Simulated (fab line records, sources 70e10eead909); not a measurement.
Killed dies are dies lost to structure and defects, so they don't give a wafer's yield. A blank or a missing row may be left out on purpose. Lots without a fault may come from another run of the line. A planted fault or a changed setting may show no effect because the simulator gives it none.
Chamber matching | flow nand_harc | NHARC_P_M2_CMP_23 on cmp-01: 4 sister chambers
The step polishes, t overpolish 20 s, target thk 144.3 nm. 4 wafers are shown with their chamber, then 10 later ones without.

WAFERS WITH THEIR CHAMBER
wafer  | chamber | motor_current_A (A)
L084.5 | 3       | 11.6
L085.2 | 0       | 15.7
L085.5 | 1       | 9.8
L087.5 | 2       | 13.0

WAFERS WITHOUT THEIR CHAMBER
wafer  | motor_current_A (A)
L087.6 | 10.3
L092.2 | 11.7
L092.3 | 12.8
L092.5 | 11.1
L092.1 | 14.0
L092.4 | 10.4
L092.6 | 12.7
L094.1 | 11.6
L094.2 | 14.4
L094.6 | 14.1

WHICH CHAMBER EACH WENT THROUGH
wafer  | from the rows above     | in truth
L087.6 | can't be placed: 1 or 3 | 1
L092.2 | can't be placed: 3 or 2 | 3
L092.3 | can't be placed: 2 or 3 | 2
L092.5 | can't be placed: 3 or 1 | 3
L092.1 | can't be placed: 2 or 0 | 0
L092.4 | can't be placed: 1 or 3 | 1
L092.6 | can't be placed: 2 or 3 | 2
L094.1 | 3                       | 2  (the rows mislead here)
L094.2 | can't be placed: 0 or 2 | 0
L094.6 | can't be placed: 2 or 0 | 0
Placed correctly: 0 of 10. Can't be placed from these rows: 9 (the true chamber is among the candidates in 9). Placed wrongly: 1.
How it was worked out, from the rows above alone: a wafer's distance from a chamber is the root of the sum, over the readings, of the square of ((its reading less the chamber's mean) divided by the reading's scatter). The wafer belongs to the nearest chamber; if the next one is less than 2 further off, it can't be placed. A chamber's mean is the mean of its shown wafers. The scatter: with one shown wafer a chamber, the root of the mean of the squares of how far each hidden wafer lies from its nearest shown one.
